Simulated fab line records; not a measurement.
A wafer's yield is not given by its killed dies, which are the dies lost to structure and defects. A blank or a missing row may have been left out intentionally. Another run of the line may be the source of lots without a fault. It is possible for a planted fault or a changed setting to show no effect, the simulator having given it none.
A struck lot beside a sound one :: flow n5_finfet :: 37 steps out of a route of 1938
Sound: these wafers, L302.1, L302.3, L302.5. Struck: wafer L317.1. (L317.6 of the same lot was not struck and is left out.) The cause comes at the end.
Order at every step that has rows: each side's tool, ch and its chambers, its first start. Under that, the readings that differ: sound wafers :: struck wafers :: difference of the means :: sigmas: that difference in standard deviations of wafers without a fault.
alike: a reading whose means differ by less than 2 such deviations, as well as words and numbers matching on both sides. not compared: withheld readings; readings where some wafer has no value; bounds like >300 that might hide an equal value; numbers whose values overlap and for which the record gives no deviation.
The two part at a step that has a row with sigmas, a row that says differs or no value, or rows on one side only. Numbers that don't overlap but have no deviation are shown without sigmas and don't part them. Lack of a reading on every wafer of one side parts them only where that side has two or more wafers.

first, 9 steps without rows for these wafers: N5_MOL_CONTACT_COAG_COAT_78 (resist thk 40 nm); N5_MOL_CONTACT_COAG_EBR_80; N5_MOL_CONTACT_COAG_SOFTBAKE_79 (time 60 s); N5_MOL_CONTACT_COAG_EXPOSE_81 (exposes mask VG, defocus 0 nm); N5_MOL_CONTACT_COAG_PEB_82 (peb time 60 s); N5_MOL_CONTACT_COAG_DEVELOP_83 (develop time 30 s); N5_MOL_CONTACT_COAG_DESCUM_88 (chemistry O2, time 7 s); N5_MOL_CONTACT_COAG_ETCH_89 (etches underlayer in N2/H2, target depth 13 nm, time 10.4 s); N5_MOL_CONTACT_COAG_ETCH_90 (etches SiARC in CF4, target depth 13 nm, time 21.7 s).
N5_MOL_CONTACT_COAG_ALD_131: deposits SiO2, target thk 5 nm, pulse time 1 s, co reactant pulse time 1 s.
  sound on ald_sin-01 ch 1,2,3, day 6 00:52; struck on ald_sin-01 ch 3, day 9 14:00
reading: ald_cycles
sound: 35 35 35
struck: 22
difference: -13
sigmas: 

reading: model.SiO2_of_MOL_CONTACT_COAG_ALD_131.thk_nm (nm)
sound: 5 5 5
struck: 3.2
difference: -1.8
sigmas: 
  alike: heater_power_w, precursor_pulse_height_rel
then, 25 steps without rows for these wafers: N5_MOL_CONTACT_COAG_ETCHBACK_132 (etches SiO2 in CHF3, target depth 10 nm, time 6.7 s); N5_MOL_CONTACT_COAG_ETCH_91 (etches SOC in N2/H2, target depth 60 nm, overetch 21 nm, time 101.2 s); N5_MOL_CONTACT_COAG_STRIP_92 (strips in N2/H2); N5_MOL_CONTACT_COAG_STRIP_93 (strips in N2/H2); N5_MOL_CONTACT_COAG_ETCHBACK_135 (etches SiO2 in CHF3, target depth 25 nm, time 16.7 s); N5_MOL_CONTACT_COAG_STRIP_118 (strips in CHF3); N5_MOL_CONTACT_COAG_VIA_ETCH_46 (etches SiO2 in C4F6/O2, target depth 46 nm, overetch 9.2 nm, time 40 s); N5_MOL_CONTACT_COAG_STRIP_96 (strips in N2/H2); N5_MOL_CONTACT_COAG_ETCH_47 (etches SiNx in CH3F/O2, stops on W, target depth 27 nm); N5_MOL_CONTACT_COAG_STRIP_119 (strips in N2/H2, time 30 s); N5_MOL_CONTACT_COAG_PRECLEAN_144 (cleans in alkaline clean, time 60 s); N5_MOL_CONTACT_COAG_SRD_145 (time 30 s); N5_MOL_CONTACT_COAG_COAT_62 (time 60 s, resist thk 60 nm); N5_MOL_CONTACT_COAG_COAT_63 (time 60 s, resist thk 10 nm); N5_MOL_CONTACT_COAG_COAT_64 (time 60 s, resist thk 10 nm); N5_MOL_CONTACT_COAG_COAT_34 (resist thk 40 nm); N5_MOL_CONTACT_COAG_EBR_36; N5_MOL_CONTACT_COAG_SOFTBAKE_35 (time 60 s); N5_MOL_CONTACT_COAG_EXPOSE_37 (exposes mask VD, defocus 0 nm); N5_MOL_CONTACT_COAG_PEB_38 (peb time 60 s); N5_MOL_CONTACT_COAG_DEVELOP_39 (develop time 30 s); N5_MOL_CONTACT_COAG_DESCUM_45 (chemistry O2, time 7 s); N5_MOL_CONTACT_COAG_ETCH_65 (etches underlayer in N2/H2, target depth 13 nm, time 10.4 s); N5_MOL_CONTACT_COAG_ETCH_66 (etches SiARC in CF4, target depth 13 nm, time 21.7 s); N5_MOL_CONTACT_COAG_ALD_133 (deposits SiO2, target thk 5 nm, pulse time 1 s, co reactant pulse time 1 s).
N5_BEOL_M4_RC_MEAS_101:
  the record has rows for the sound wafers here (prober-01 ch 0, day 8 12:38) and none for the struck ones
-- here the record skips 7 days between the struck wafers' starts before and after, leaving off in module BEOL_M4 and picking up in module PASSIVATION (first step shown: number 1936 of the route) --
N5_PASSIVATION_PROBE_49:
  the record has rows for the struck wafers here (prober-01, day 16 13:11) and none for the sound ones

WHERE THEY PART
Last at N5_PASSIVATION_PROBE_49 as far as this record goes, first at N5_BEOL_M4_RC_MEAS_101.

WHY: the cause the simulator had injected
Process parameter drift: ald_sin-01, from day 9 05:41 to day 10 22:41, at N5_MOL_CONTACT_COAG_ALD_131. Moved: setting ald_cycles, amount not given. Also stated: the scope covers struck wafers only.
